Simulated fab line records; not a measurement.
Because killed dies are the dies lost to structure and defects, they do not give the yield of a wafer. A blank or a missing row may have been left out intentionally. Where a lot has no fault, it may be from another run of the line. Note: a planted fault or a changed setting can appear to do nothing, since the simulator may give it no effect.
2 desks looking at one fault -- flow nand harc -- each desk has only its own numbers; what lay behind them comes last

FOR THE TOOL OWNER'S DESK: litho track-01
The tool's own readings at NHARC_A_CHANNEL_HOLE_D2_PEB_08 (peb time 65 s): means of the sampled wafers that have a number, for each lot that ran on this tool. Any lot whose mean is over 4 standard deviations away from the usual mean is out of limits and marked OUT; that distance is given in the brackets.
Columns: A = chill plate temp C at NHARC_A_CHANNEL_HOLE_D2_PEB_08, usual 23.00 C; B = exhaust pa at NHARC_A_CHANNEL_HOLE_D2_PEB_08, usual 44.9 Pa; C = heater power total W at NHARC_A_CHANNEL_HOLE_D2_PEB_08, usual 156.6 W; D = resist line temp C at NHARC_A_CHANNEL_HOLE_D2_PEB_08, usual 22.98 C
lot,first seen here,A,B,C,D
L100,day 16 21:08,22.95,45.4,156.4,22.99
L999,day 16 23:04,22.99,44.4,156.9,22.88
L109,day 21 10:47,22.98,46.0,194.5 (+88) OUT,23.14
L110,day 21 19:34,22.98,45.3,194.4 (+88) OUT,23.03
Finding of this desk: L109, L110 out of limits; the first was L109 at day 21 10:47, on heater power total W at NHARC_A_CHANNEL_HOLE_D2_PEB_08. In limits: L100, L999.

THE METROLOGY DESK
What the gauges read, lot by lot, whatever tool the lot ran on: means of the sampled wafers that have a number. Any lot whose mean is over 4 standard deviations away from the usual mean is out of limits and marked OUT; that distance is given in the brackets.
Columns: A = thk nm at NHARC_A_ONON_D2_THK_MEAS_27, usual 1003 nm; B = cd nm at NHARC_A_CHANNEL_HOLE_D2_CD_MEAS_10, usual 100.1 nm; C = cd nm at NHARC_A_CHANNEL_HOLE_D2_CD_MEAS_18, usual 99.0 nm; D = cd nm at NHARC_A_CHANNEL_HOLE_D2_CD_MEAS_31, usual 89.2 nm
lot,first seen here,A,B,C,D
L990,day 13 10:28,1007,100.3,99.1,89.2
L992,day 14 12:40,1004,100.0,96.0,91.2
L995,day 15 08:59,995,100.1,99.0,89.8
L996,day 15 16:48,1005,99.8,99.5,89.8
L100,day 16 17:22,991,100.1,100.9,87.7
L999,day 16 17:23,992,100.5,97.0,88.7
L109,day 21 02:53,992,88.2 (-22) OUT,86.9 (-5.3) OUT,77.2 (-8.0) OUT
L110,day 21 14:47,998,89.2 (-20) OUT,89.0 (-4.4) OUT,78.6 (-7.1) OUT
L112,day 22 00:23,1005,99.7,99.7,87.6
L113,day 22 00:44,1018,100.2,100.7,89.5
Finding of this desk: L109, L110 out of limits; the first was L109 at day 21 10:52, on cd nm at NHARC_A_CHANNEL_HOLE_D2_CD_MEAS_10. In limits: L990, L992, L995, L996, L100, L999, L112, L113.

TAKEN TOGETHER
On L109, L110, at day 21 10:47, an alarm was possible from the tool owner's desk.
The metrology desk could have raised an alarm at day 21 10:52, on L109, L110.
The lots listed all ran NHARC_A_CHANNEL_HOLE_D2_PEB_08 on litho track-01.

WHAT THE SIMULATOR PUT IN
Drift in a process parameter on litho track-01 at NHARC_A_CHANNEL_HOLE_D2_PEB_08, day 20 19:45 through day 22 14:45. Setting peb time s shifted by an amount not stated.
Lots struck among those shown: L109, L110.
Fault start to first reading out of limits, in hours, per desk: tool owner, 15; metrology, 15.
